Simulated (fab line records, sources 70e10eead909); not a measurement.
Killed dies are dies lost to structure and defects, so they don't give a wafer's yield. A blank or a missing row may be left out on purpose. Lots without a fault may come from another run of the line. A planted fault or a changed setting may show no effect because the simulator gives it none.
Which tool did it? | flow nand_harc | 12 lots, 36 wafers sampled, at 4 steps of a route of 1302

WHAT THE GAUGES READ, wafer by wafer
NHARC_A_CONTACT_CD_MEAS_80.
lot  | measured     | on        | cd_nm (nm)
L075 | day 22 18:08 | cd_sem-02 | 290.2 289.8 290.6
L077 | day 23 09:32 | cd_sem-02 | 289.6 289.7 289.6
L079 | day 24 20:34 | cd_sem-03 | 290.1 290.9 290.2
L081 | day 25 12:37 | cd_sem-02 | 289.9 290.0 289.9
L083 | day 26 07:16 | cd_sem-01 | 290.2 290.6 290.0
L085 | day 26 13:45 | cd_sem-02 | 290.6 290.1 290.7
L087 | day 27 10:44 | cd_sem-02 | 289.6 289.2 289.8
L089 | day 28 06:16 | cd_sem-01 | 289.6 288.8 289.7
L091 | day 30 00:47 | cd_sem-01 | 291.1 291.4 290.3
L093 | day 30 07:43 | cd_sem-03 | 290.9 291.5 291.7
L095 | day 31 03:46 | cd_sem-01 | 290.0 290.6 290.7
L096 | day 31 19:50 | cd_sem-01 | 289.8 290.3 289.6

WHICH TOOL RAN EACH LOT (tool, then ch and the chambers of the sampled wafers, then the start)
lot  | NHARC_A_CONTACT_ETCH_75            | NHARC_A_CONTACT_ETCH_126             | NHARC_A_CONTACT_ETCH_130
L075 | rie_diel-08 ch 2,3, day 22 13:22   | har_cap_etch-01 ch 0,1, day 22 15:19 | har_cap_etch-01 ch 0,1, day 22 16:16
L077 | rie_diel-08 ch 0,2,3, day 23 05:28 | har_cap_etch-02 ch 0,1, day 23 07:20 | har_cap_etch-02 ch 0,1, day 23 08:02
L079 | rie_diel-08 ch 0,1, day 24 16:28   | har_cap_etch-02 ch 0,1, day 24 18:20 | har_cap_etch-02 ch 0,1, day 24 19:03
L081 | rie_diel-08 ch 0,1,3, day 25 08:21 | har_cap_etch-03 ch 0,1, day 25 10:24 | har_cap_etch-03 ch 0,1, day 25 11:07
L083 | rie_diel-08 ch 0,2, day 26 03:10   | har_cap_etch-01 ch 0,1, day 26 05:01 | har_cap_etch-01 ch 0,1, day 26 05:43
L085 | rie_diel-07 ch 0,1,3, day 26 09:40 | har_cap_etch-01 ch 0,1, day 26 11:32 | har_cap_etch-01 ch 0,1, day 26 12:14
L087 | rie_diel-07 ch 1,2, day 27 05:51   | har_cap_etch-03 ch 0,1, day 27 08:11 | har_cap_etch-03 ch 0,1, day 27 09:07
L089 | rie_diel-08 ch 0,1,3, day 28 01:41 | har_cap_etch-03 ch 0,1, day 28 03:32 | har_cap_etch-03 ch 0,1, day 28 04:14
L091 | rie_diel-08 ch 0,3, day 29 20:10   | har_cap_etch-03 ch 0,1, day 29 22:02 | har_cap_etch-03 ch 0,1, day 29 22:56
L093 | rie_diel-08 ch 0,1, day 30 03:38   | har_cap_etch-01 ch 0,1, day 30 05:31 | har_cap_etch-01 ch 0,1, day 30 06:13
L095 | rie_diel-04 ch 0,1,3, day 30 23:25 | har_cap_etch-03 ch 0,1, day 31 01:33 | har_cap_etch-03 ch 0,1, day 31 02:15
L096 | rie_diel-08 ch 1,3, day 31 15:46   | har_cap_etch-03 ch 0,1, day 31 17:35 | har_cap_etch-03 ch 0,1, day 31 18:18
- NHARC_A_CONTACT_ETCH_75: etches the open film in CF4, target depth 39 nm, time 65 s.
- NHARC_A_CONTACT_ETCH_126: etches the open film in C4F8/O2/Ar, time 197 s, target depth 1918 nm.
- NHARC_A_CONTACT_ETCH_130: etches the open film in C4F8/O2/Ar, time 197 s, target depth 1918 nm.

THE ANSWER, worked out from the rows above alone
Rule: what is usual is taken from the lots themselves. Put in order of their means at a reading, lots are off if they are a third of the lots or fewer, leave a main group of 4 or more, and stand apart from it by a gap of 3 or more times the standard deviation of the main group's means; of several such gaps the widest counts. A main group whose means are all the same, to the digits that the tables above print for the reading, isn't used. A lot without any number at a reading at which 4 lots or more have one is off too. The other lots that the step has rows for count as sound.
No lot is off at any reading shown: from this, nothing can be told.

WHAT THE SIMULATOR HAD PUT IN
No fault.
